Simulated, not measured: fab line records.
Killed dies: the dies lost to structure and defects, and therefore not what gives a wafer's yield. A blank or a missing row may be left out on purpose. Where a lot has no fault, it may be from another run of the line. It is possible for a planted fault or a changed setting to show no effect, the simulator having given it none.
fab line records ; flow nandHarc
record lots=10; wafers=30; lastDay=35
route steps=1302 shown A_ONON_D2@552 A_CHANNEL_HOLE_D2@580 END@1302
lots that met no fault: from a run of the same line without faults
startH: start of the lot's first displayed wafer, in hours after the record's first day ; waitH: hours from the lot's prior step to this one ; " as in the row above ; L1.1+2: a row that stands for several wafers ; - no value present, or no start provided ; * or withheld: withheld ; < > ~ a bound
route shown NAME@n: names a module that has steps shown in the file, with the first one's number in the route ; usual: mean/standard deviation taken from wafers without a fault ; same: alike in all rows ; chamber/n: place in a boat ; sites: readings site by site ; _std_site: their standard deviation ; _edge_site: inner sites' mean taken away from outer sites' mean ; radiusMm: how far each site lies from the wafer's centre ; mask NAME#n: copy n ; behind: the last tool/chamber to shape the wafer ; hold: why the lot went on hold/how many hours it stayed there/how the hold came to an end ; device: the n, p or np transistor that did not switch ; end of line: the tests these same wafers got at the end of their route ; where a step has no rows: the recipe by itself ; killed: not the wafer's yield, but the dies lost to structure and defects at the first sort ; map: a wafer's dies, marking killed ones x, the rest . and places with no die _
set.NAME: the setting that was run; set.NAME@STEP: the one run at that earlier step ; model.NAME: the simulator's own value behind a step, which no gauge read
a sample of lots followed through the steps of the route, with each step as a table and each wafer as a row
services: when a tool's chamber went out of use (startH, in hours from the record's first day, below 0 if earlier), for how many hours, and the reason
## steps
# step NHARC_A_ONON_D2_THK_MEAS_11
# recipe thkMeasGauge=ellipsometry
# usual thkNm=999/9.7
lot.wafer;tool;chamber;startH;waitH;thkNm
L789.1;filmMetro-02;-;308.52;-;1006
L789.3;filmMetro-02;-;308.52;-;1007
L789.4;filmMetro-02;-;308.52;-;1006
L791.1;filmMetro-01;-;313.36;-;993
L791.4;filmMetro-01;-;313.36;-;990
L791.6;filmMetro-01;-;313.36;-;989
L792.1;filmMetro-02;-;313.37;-;993
L792.2;filmMetro-02;-;313.37;-;992
L792.4;filmMetro-02;-;313.37;-;993
L793.4;filmMetro-02;-;331.74;-;984
L793.5;filmMetro-02;-;331.74;-;986
L793.6;filmMetro-02;-;331.74;-;985
L798.2;filmMetro-02;-;388.20;-;1015
L798.3;filmMetro-02;-;388.20;-;1015
L798.6;filmMetro-02;-;388.20;-;1014
L800.2;filmMetro-01;-;413.87;-;995
L800.4;filmMetro-01;-;413.87;-;996
L800.5;filmMetro-01;-;413.87;-;995
L802.1;filmMetro-01;-;420.65;-;990
L802.2;filmMetro-01;-;420.65;-;989
L802.3;filmMetro-01;-;420.65;-;991
L803.1;filmMetro-02;-;442.70;-;1006
L803.5;filmMetro-02;-;442.70;-;1006
L803.6;filmMetro-02;-;442.70;-;1006
L809.1;filmMetro-01;-;488.86;-;1011
L809.2;filmMetro-01;-;488.86;-;1013
L809.3;filmMetro-01;-;488.86;-;1012
L810.2;filmMetro-02;-;517.98;-;1000
L810.3;filmMetro-02;-;517.98;-;997
L810.5;filmMetro-02;-;517.98;-;999
# step NHARC_A_CHANNEL_HOLE_D2_PEB_08
# recipe pebTempC=100; pebTimeS=65
# usual heaterPowerTotalW=156.6/0.42
lot.wafer;tool;chamber;startH;waitH;heaterPowerTotalW
L789.1;lithoTrack-06;0;322.56;0.1;155.9
L789.3;lithoTrack-06;0;322.56;0.1;156.3
L789.4;lithoTrack-06;0;322.56;0.1;156.4
L792.1;lithoTrack-01;0;329.43;0.1;156.0
L792.2;lithoTrack-01;0;329.43;0.1;157.1
L792.4;lithoTrack-01;0;329.43;0.1;156.5
L791.1;lithoTrack-04;0;329.58;0.1;156.4
L791.4;lithoTrack-04;0;329.58;0.1;156.9
L791.6;lithoTrack-04;0;329.58;0.1;156.9
L793.4;lithoTrack-04;0;347.75;0.0;157.2
L793.5;lithoTrack-04;0;347.75;0.0;155.9
L793.6;lithoTrack-04;0;347.75;0.0;156.7
L798.2;lithoTrack-04;0;404.15;0.1;156.1
L798.3;lithoTrack-04;0;404.15;0.1;156.5
L798.6;lithoTrack-04;0;404.15;0.1;156.4
L800.2;lithoTrack-04;0;429.39;0.1;155.9
L800.4;lithoTrack-04;0;429.39;0.1;156.3
L800.5;lithoTrack-04;0;429.39;0.1;155.9
L802.1;lithoTrack-04;0;441.15;0.1;213.6
L802.2;lithoTrack-04;0;441.15;0.1;212.0
L802.3;lithoTrack-04;0;441.15;0.1;212.6
L803.1;lithoTrack-04;0;459.43;0.1;212.8
L803.5;lithoTrack-04;0;459.43;0.1;211.9
L803.6;lithoTrack-04;0;459.43;0.1;213.4
L809.1;lithoTrack-06;0;503.22;0.1;157.0
L809.2;lithoTrack-06;0;503.22;0.1;157.1
L809.3;lithoTrack-06;0;503.22;0.1;156.9
L810.2;lithoTrack-04;0;532.03;0.1;157.2
L810.3;lithoTrack-04;0;532.03;0.1;156.5
L810.5;lithoTrack-04;0;532.03;0.1;156.7
# step NHARC_A_CHANNEL_HOLE_D2_CD_MEAS_10
# recipe targetCdNm=100; landingEnergyEv=500
# usual cdNm=99.8/0.41
# same landingEnergyEv=500
lot.wafer;tool;chamber;startH;waitH;cdNm
L789.1;cdSem-02;0;322.64;-;100.5
L789.3;cdSem-02;0;322.64;-;100.4
L789.4;cdSem-02;0;322.64;-;99.9
L792.1;cdSem-03;0;329.51;-;100.0
L792.2;cdSem-03;0;329.51;-;99.7
L792.4;cdSem-03;0;329.51;-;100.1
L791.1;cdSem-03;0;329.66;-;99.7
L791.4;cdSem-03;0;329.66;-;100.6
L791.6;cdSem-03;0;329.66;-;99.9
L793.4;cdSem-03;0;347.83;-;100.2
L793.5;cdSem-03;0;347.83;-;100.0
L793.6;cdSem-03;0;347.83;-;99.8
L798.2;cdSem-03;0;404.23;-;99.1
L798.3;cdSem-03;0;404.23;-;99.5
L798.6;cdSem-03;0;404.23;-;99.6
L800.2;cdSem-02;0;429.47;-;99.2
L800.4;cdSem-02;0;429.47;-;99.5
L800.5;cdSem-02;0;429.47;-;98.8
L802.1;cdSem-03;0;441.23;-;82.1
L802.2;cdSem-03;0;441.23;-;82.3
L802.3;cdSem-03;0;441.23;-;82.2
L803.1;cdSem-02;0;459.51;-;85.9
L803.5;cdSem-02;0;459.51;-;84.6
L803.6;cdSem-02;0;459.51;-;85.8
L809.1;cdSem-03;0;503.30;-;100.3
L809.2;cdSem-03;0;503.30;-;100.5
L809.3;cdSem-03;0;503.30;-;100.5
L810.2;cdSem-03;0;532.11;-;100.2
L810.3;cdSem-03;0;532.11;-;100.1
L810.5;cdSem-03;0;532.11;-;100.0
# step NHARC_A_CHANNEL_HOLE_D2_CD_MEAS_18
# usual cdNm=99.2/1.7
lot.wafer;tool;chamber;startH;waitH;cdNm
L789.1;cdSem-01;-;323.95;-;100.6
L789.3;cdSem-01;-;323.95;-;102.0
L789.4;cdSem-01;-;323.95;-;100.2
L792.1;cdSem-01;-;330.80;-;101.7
L792.2;cdSem-01;-;330.80;-;100.6
L792.4;cdSem-01;-;330.80;-;100.9
L791.1;cdSem-01;-;331.16;-;99.6
L791.4;cdSem-01;-;331.16;-;100.0
L791.6;cdSem-01;-;331.16;-;100.1
L793.4;cdSem-03;-;349.12;-;99.9
L793.5;cdSem-03;-;349.12;-;99.7
L793.6;cdSem-03;-;349.12;-;100.2
L798.2;cdSem-02;-;405.52;-;97.6
L798.3;cdSem-02;-;405.52;-;96.5
L798.6;cdSem-02;-;405.52;-;96.4
L800.2;cdSem-03;-;430.77;-;95.3
L800.4;cdSem-03;-;430.77;-;97.4
L800.5;cdSem-03;-;430.77;-;95.6
L802.1;cdSem-03;-;442.53;-;84.8
L802.2;cdSem-03;-;442.53;-;82.0
L802.3;cdSem-03;-;442.53;-;83.4
L803.1;cdSem-02;-;460.80;-;84.8
L803.5;cdSem-02;-;460.80;-;85.3
L803.6;cdSem-02;-;460.80;-;87.3
L809.1;cdSem-03;-;504.60;-;102.2
L809.2;cdSem-03;-;504.60;-;98.6
L809.3;cdSem-03;-;504.60;-;98.6
L810.2;cdSem-02;-;533.40;-;101.0
L810.3;cdSem-02;-;533.40;-;97.4
L810.5;cdSem-02;-;533.40;-;99.8
# step NHARC_A_CHANNEL_HOLE_D2_ETCH_19
# recipe biasV=1200; sourceW=2500; pressureMtorr=15; timeS=34.5; arFlowSccm=375; c4f8FlowSccm=28.8; o2FlowSccm=96.2; tempC=-20; targetDepthA=*; chemistry=C4F8/O2/Ar
# usual drypumpMotorCurrentA=5.89/0.16; mfcArSccm=375.1/0.97; showerheadPlenumPTorr=3.70/0.16; throttleValvePct=37.037/0.0081
lot.wafer;tool;chamber;startH;waitH;drypumpMotorCurrentA;mfcArSccm;rfHoursCounterH;showerheadPlenumPTorr;throttleValvePct
L789.1;harEtch-02;1;324.04;0.1;5.64;375.9;379;3.68;37.046
L789.3;harEtch-02;0;324.04;0.1;5.84;374.0;-;3.98;37.049
L789.4;harEtch-02;1;324.04;0.1;5.63;374.5;-;3.68;37.041
L792.1;harEtch-02;0;332.35;1.5;5.80;374.3;372;3.98;37.042
L792.2;harEtch-02;1;332.35;1.5;5.66;374.8;387;3.68;37.046
L792.4;harEtch-02;1;332.35;1.5;5.64;376.0;-;3.68;37.030
L791.1;harEtch-01;1;333.34;2.2;6.04;374.2;172;3.54;37.025
L791.4;harEtch-01;0;333.34;2.2;6.05;374.7;-;3.73;37.031
L791.6;harEtch-01;1;333.34;2.2;6.06;373.7;-;3.54;37.043
L793.4;harEtch-02;1;349.23;0.1;5.65;375.7;-;3.67;37.033
L793.6;harEtch-02;1;349.23;0.1;5.65;373.8;-;3.67;37.037
L793.5;harEtch-02;0;349.23;0.1;5.88;375.4;-;3.97;37.045
L798.2;harEtch-01;1;405.61;0.1;6.09;376.0;222;3.51;37.057
L798.3;harEtch-01;0;405.61;0.1;6.00;374.4;-;3.70;37.051
L798.6;harEtch-01;1;405.61;0.1;6.10;375.8;-;3.51;37.050
L800.2;harEtch-02;0;430.88;0.1;5.87;375.1;23;3.95;37.036
L800.4;harEtch-02;0;430.88;0.1;5.85;375.3;-;3.95;37.040
L800.5;harEtch-02;1;430.88;0.1;5.67;375.3;-;3.65;37.043
L802.1;harEtch-02;1;443.03;0.5;5.64;375.1;30;3.65;37.028
L802.2;harEtch-02;0;443.03;0.5;5.88;377.0;30;3.94;37.040
L802.3;harEtch-02;0;443.03;0.5;5.86;375.3;-;3.95;37.036
L803.1;harEtch-01;1;460.89;0.1;6.08;376.2;249;3.49;37.023
L803.6;harEtch-01;0;460.89;0.1;5.96;374.8;-;3.69;37.039
L803.5;harEtch-01;1;460.89;0.1;6.07;375.7;-;3.50;37.033
L809.1;harEtch-01;1;504.74;0.1;6.06;376.5;279;3.48;37.024
L809.2;harEtch-01;0;504.74;0.1;6.00;375.2;279;3.67;37.034
L809.3;harEtch-01;1;504.74;0.1;6.06;375.4;-;3.48;37.041
L810.2;harEtch-02;0;533.47;0.1;5.85;374.6;80;3.92;37.035
L810.3;harEtch-02;1;533.47;0.1;5.68;375.4;-;3.62;37.039
L810.5;harEtch-02;1;533.47;0.1;5.67;375.9;-;3.62;37.047
# step NHARC_A_CHANNEL_HOLE_D2_ETCH_21
# recipe biasV=3000; sourceW=withheld; pressureMtorr=20; timeS=514.3; arFlowSccm=375; c4f8FlowSccm=89.3; o2FlowSccm=35.7; tempC=-20; targetDepthA=16000; chemistry=C4F8/O2/Ar
# usual drypumpMotorCurrentA=5.89/0.16; mfcArSccm=374.9/1.1; showerheadPlenumPTorr=3.66/0.15; throttleValvePct=32.156/0.0092
lot.wafer;tool;chamber;startH;waitH;drypumpMotorCurrentA;mfcArSccm;rfHoursCounterH;showerheadPlenumPTorr;throttleValvePct
L789.1;harEtch-02;1;324.53;0.3;5.64;376.3;380;3.64;32.154
L789.3;harEtch-02;0;324.53;0.3;5.85;375.9;-;3.93;32.132
L789.4;harEtch-02;1;324.53;0.3;5.65;374.2;-;3.64;32.172
L792.1;harEtch-02;0;332.78;0.3;5.90;375.1;372;3.93;32.153
L792.2;harEtch-02;1;332.78;0.3;5.67;375.8;388;3.64;32.145
L792.4;harEtch-02;1;332.78;0.3;5.65;374.3;-;3.64;32.141
L791.1;harEtch-01;1;333.82;0.3;6.07;374.7;173;3.50;32.153
L791.4;harEtch-01;0;333.82;0.3;6.01;375.2;-;3.69;32.165
L791.6;harEtch-01;1;333.82;0.3;6.08;376.1;-;3.50;32.157
L793.4;harEtch-02;1;349.76;0.3;5.65;372.9;-;3.63;32.156
L793.6;harEtch-02;1;349.76;0.3;5.63;374.9;-;3.63;32.167
L793.5;harEtch-02;0;349.76;0.3;5.86;377.8;-;3.92;32.162
L798.2;harEtch-01;1;406.09;0.3;6.07;373.6;222;3.48;32.163
L798.3;harEtch-01;0;406.09;0.3;5.97;372.8;-;3.66;32.160
L798.6;harEtch-01;1;406.09;0.3;6.06;373.7;-;3.48;32.158
L800.2;harEtch-02;0;431.36;0.3;5.85;374.7;23;3.90;32.157
L800.4;harEtch-02;0;431.36;0.3;5.90;376.2;-;3.90;32.157
L800.5;harEtch-02;1;431.36;0.3;5.67;375.8;-;3.61;32.153
L802.1;harEtch-02;1;443.45;0.3;5.66;374.5;31;3.61;32.165
L802.2;harEtch-02;0;443.45;0.3;5.80;372.5;31;3.89;32.159
L802.3;harEtch-02;0;443.45;0.3;5.84;373.8;-;3.89;32.152
L803.1;harEtch-01;1;461.37;0.3;6.06;373.5;249;3.46;32.150
L803.6;harEtch-01;0;461.37;0.3;6.01;374.8;-;3.65;32.153
L803.5;harEtch-01;1;461.37;0.3;6.05;373.7;-;3.46;32.143
L809.1;harEtch-01;1;505.16;0.3;6.08;376.5;280;3.45;32.149
L809.2;harEtch-01;0;505.16;0.3;5.98;375.2;280;3.63;32.154
L809.3;harEtch-01;1;505.16;0.3;6.08;375.2;-;3.45;32.165
L810.2;harEtch-02;0;533.90;0.3;5.87;374.0;80;3.87;32.148
L810.3;harEtch-02;1;533.90;0.3;5.65;376.0;-;3.58;32.151
L810.5;harEtch-02;1;533.90;0.3;5.62;375.0;-;3.58;32.157
# step NHARC_A_CHANNEL_HOLE_D2_CD_MEAS_31
# usual cdNm=89.6/0.95
lot.wafer;tool;chamber;startH;waitH;cdNm
L789.1;cdSem-03;-;329.69;-;90.6
L789.3;cdSem-03;-;329.69;-;90.3
L789.4;cdSem-03;-;329.69;-;90.8
L792.1;cdSem-03;-;337.89;-;88.9
L792.2;cdSem-03;-;337.89;-;88.8
L792.4;cdSem-03;-;337.89;-;88.5
L791.1;cdSem-02;-;339.00;0.1;90.2
L791.4;cdSem-02;-;339.00;0.1;91.0
L791.6;cdSem-02;-;339.00;0.1;90.9
L793.4;cdSem-01;-;354.77;0.1;89.8
L793.5;cdSem-01;-;354.77;0.1;89.9
L793.6;cdSem-01;-;354.77;0.1;90.5
L798.2;cdSem-03;-;411.14;-;88.7
L798.3;cdSem-03;-;411.14;-;88.3
L798.6;cdSem-03;-;411.14;-;87.6
L800.2;cdSem-03;-;436.38;-;89.1
L800.4;cdSem-03;-;436.38;-;89.4
L800.5;cdSem-03;-;436.38;-;88.1
L802.1;cdSem-02;-;448.53;-;72.1
L802.2;cdSem-02;-;448.53;-;73.6
L802.3;cdSem-02;-;448.53;-;73.9
L803.1;cdSem-01;-;466.87;-;75.4
L803.5;cdSem-01;-;466.87;-;74.7
L803.6;cdSem-01;-;466.87;-;75.4
L809.1;cdSem-02;-;510.31;-;90.9
L809.2;cdSem-02;-;510.31;-;90.3
L809.3;cdSem-02;-;510.31;-;92.4
L810.2;cdSem-03;-;539.01;-;90.3
L810.3;cdSem-03;-;539.01;-;89.4
L810.5;cdSem-03;-;539.01;-;91.0
# step NHARC_A_CHANNEL_HOLE_D2_XSEM_32
# recipe landingEnergyEv=35000
# usual botCdNm=74.0/1; bowNm=8.7/0.34; tiltDeg=0.074/0.03
# same landingEnergyEv=35000
lot.wafer;tool;chamber;startH;waitH;botCdNm;bowNm;tiltDeg
L789.1;xsem-02;0;329.78;0.1;75.4;8.3;0.064
L789.3;xsem-02;0;329.78;0.1;74.3;8.2;0.062
L789.4;xsem-02;0;329.78;0.1;75.4;8.3;0.064
L792.1;xsem-02;0;337.98;0.1;73.8;8.1;0.050
L792.2;xsem-02;0;337.98;0.1;73.0;8.1;0.052
L792.4;xsem-02;0;337.98;0.1;72.7;8.1;0.050
L791.1;xsem-01;0;339.09;0.1;75.4;8.3;0.091
L791.4;xsem-01;0;339.09;0.1;75.6;8.3;0.091
L791.6;xsem-01;0;339.09;0.1;75.9;8.3;0.093
L793.4;xsem-02;0;354.86;0.1;74.5;8.9;0.027
L793.5;xsem-02;0;354.86;0.1;73.1;8.9;0.029
L793.6;xsem-02;0;354.86;0.1;75.0;8.9;0.028
L798.2;xsem-01;0;411.23;0.1;73.8;8.9;0.033
L798.3;xsem-01;0;411.23;0.1;74.0;9.0;0.033
L798.6;xsem-01;0;411.23;0.1;73.5;8.9;0.031
L800.2;xsem-01;0;436.47;0.1;73.4;8.4;0.055
L800.4;xsem-01;0;436.47;0.1;73.4;8.4;0.056
L800.5;xsem-01;0;436.47;0.1;71.8;8.5;0.052
L802.1;xsem-01;0;448.61;0.1;57.1;8.1;0.117
L802.2;xsem-01;0;448.61;0.1;57.8;8.2;0.119
L802.3;xsem-01;0;448.61;0.1;58.9;8.1;0.118
L803.1;xsem-01;0;466.97;0.1;59.7;9.2;0.098
L803.5;xsem-01;0;466.97;0.1;59.0;9.3;0.098
L803.6;xsem-01;0;466.97;0.1;59.7;9.3;0.097
L809.1;xsem-01;0;510.39;0.1;76.1;9.1;0.041
L809.2;xsem-01;0;510.39;0.1;75.0;9.1;0.043
L809.3;xsem-01;0;510.39;0.1;75.9;9.2;0.043
L810.2;xsem-02;0;539.10;0.1;73.8;8.9;0.019
L810.3;xsem-02;0;539.10;0.1;73.4;9.0;0.016
L810.5;xsem-02;0;539.10;0.1;74.9;9.0;0.022
# step NHARC_END_SORT_01
# recipe tempC=25
# usual killedAtArray=44/16; killedAtOther=0.6/1.1; killedAtPeriphery=3.9/2.6; killedDies=48/16; killedOpen=3.1/1.9; killedShort=2.4/1.8
# same grossDies=677
lot.wafer;tool;chamber;startH;waitH;killedAtArray;killedAtOther;killedAtPeriphery;killedDies;killedOpen;killedShort
L802.1;prober-01;0;704.10;2.5;161;1;8;170;3;2
L802.2;prober-01;0;704.90;2.8;306;0;6;312;2;1
L802.3;prober-01;0;705.71;3.1;262;0;3;265;0;0
L803.1;prober-01;0;721.70;2.5;191;1;8;200;0;2
L803.5;prober-01;0;724.97;3.8;156;0;10;166;2;5
L803.6;prober-01;0;725.78;4.1;148;0;4;152;5;2
# killed by level:class
L802.1 A_CHANNEL_HOLE_D2:areaPeb=129 A_SLIT:chamberFilmFlake=18 A_CHANNEL_HOLE_D1:chamberFilmFlake=6 P_CONTACT:chamberFilmFlake=4 A_M0:geometricParticle:open=2 A_CONTACT:chamberFilmFlake=2 P_CONTACT:geometricParticle:open=1 P_M1:geometricParticle:short=1
L802.2 A_CHANNEL_HOLE_D2:areaPeb=270 A_SLIT:chamberFilmFlake=22 P_CONTACT:chamberFilmFlake=6 A_CHANNEL_HOLE_D1:chamberFilmFlake=4 A_CONTACT:chamberFilmFlake=3 A_STAIRCASE:chamberFilmFlake=2 A_SOURCE_PLATE:geometricParticle:open=1 A_ONON_D2:geometricParticle:short=1
L802.3 A_CHANNEL_HOLE_D2:areaPeb=237 A_SLIT:chamberFilmFlake=13 A_CHANNEL_FILL_D2:chamberFilmFlake=4 A_CHANNEL_HOLE_D1:chamberFilmFlake=3 A_DECK1_JOINT:chamberFilmFlake=2 P_CONTACT:chamberFilmFlake=2 P_STI:chamberFilmFlake=1 A_ZERO_WELL:chamberFilmFlake=1
L803.1 A_CHANNEL_HOLE_D2:areaPeb=125 A_CHANNEL_HOLE_D1:chamberFilmFlake=29 A_STAIRCASE:chamberFilmFlake=14 A_SLIT:chamberFilmFlake=12 A_CHANNEL_HOLE_D2:chamberFilmFlake=9 P_M1:chamberFilmFlake=4 P_STI:chamberFilmFlake=2 P_CONTACT:chamberFilmFlake=2
L803.5 A_CHANNEL_HOLE_D2:areaPeb=85 A_CHANNEL_HOLE_D1:chamberFilmFlake=31 A_SLIT:chamberFilmFlake=13 A_CHANNEL_HOLE_D2:chamberFilmFlake=10 A_STAIRCASE:chamberFilmFlake=7 P_M1:chamberFilmFlake=4 A_CONTACT:chamberFilmFlake=3 P_STI:chamberFilmFlake=2
L803.6 A_CHANNEL_HOLE_D2:areaPeb=79 A_CHANNEL_HOLE_D1:chamberFilmFlake=19 A_SLIT:chamberFilmFlake=13 A_CHANNEL_HOLE_D2:chamberFilmFlake=11 A_STAIRCASE:chamberFilmFlake=10 A_CONTACT:chamberFilmFlake=4 P_M1:chamberFilmFlake=3 A_M0:chamberFilmFlake=3
## services
tool;chamber;startH;hours;kind
lithoTrack-01;-;330.00;7.0;pm
lithoTrack-06;-;354.00;7.0;pm
xsem-01;-;374.00;14.0;pm
harEtch-02;-;377.00;17.0;pm
harEtch-02;0;377.00;17.0;ventCycle
harEtch-02;1;377.00;17.0;ventCycle
lithoTrack-04;-;378.00;7.0;pm
harEtch-02;0;394.00;-;clean
harEtch-02;0;394.00;-;consumableReplace:focusRing
harEtch-02;1;394.00;-;clean
harEtch-02;1;394.00;-;consumableReplace:focusRing
lithoTrack-01;-;505.00;7.0;pm
lithoTrack-06;-;529.00;7.0;pm
## key
firstSign step=NHARC_A_CHANNEL_HOLE_D2_PEB_08; reading=heaterPowerTotalW; direction=up; sigmas=99+; usual=*; struck=*
effect step=NHARC_A_CHANNEL_HOLE_D2_CD_MEAS_10; reading=cdNm; direction=down; sigmas=39; usual=99.8; struck=83.8; through=controlLoop
effect step=NHARC_A_CHANNEL_HOLE_D2_CD_MEAS_18; reading=cdNm; direction=down; sigmas=8.8; usual=99.2; struck=84.6; through=controlLoop
effect step=NHARC_A_CHANNEL_HOLE_D2_CD_MEAS_31; reading=cdNm; direction=down; sigmas=16; usual=89.6; struck=74.2; through=controlLoop
effect step=NHARC_A_CHANNEL_HOLE_D2_XSEM_32; reading=botCdNm; direction=down; sigmas=15; usual=74.0; struck=58.7; through=controlLoop
effect step=NHARC_END_SORT_01; reading=killedAtArray; direction=up; sigmas=10; usual=44; struck=204
moreKillsBornAt NHARC_A_CHANNEL_HOLE_D2_PEB_08@lithoTrack-04=925
metAt NHARC_A_CHANNEL_HOLE_D2_PEB_08
struckLots L802,L803
testerLeftOut L802,L803
loopTrim step=NHARC_A_CHANNEL_HOLE_D2_EXPOSE_07; setting=dose; lots=L803
notActingAt NHARC_A_ONON_D2_THK_MEAS_11,NHARC_A_CHANNEL_HOLE_D2_ETCH_19,NHARC_A_CHANNEL_HOLE_D2_ETCH_21
onsetBetween 429.39 441.15
fault kind=processParameterDrift; tool=lithoTrack-04; chamber=-; onsetH=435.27; steps=NHARC_A_CHANNEL_HOLE_D2_PEB_08; channel=pebTimeS; offset=*; shape=step; endH=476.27; actsIn=*; stated=*
# testerLeftOut: of these lots the tester's yield and bins aren't shown, on N5 and GAA mostly nor the transistor test; their killed dies are dies lost to structure and defects alone, not to doping, threshold or leakage, so they don't give the yield
# loopTrim: a control loop set the setting to another value than it would have without faults
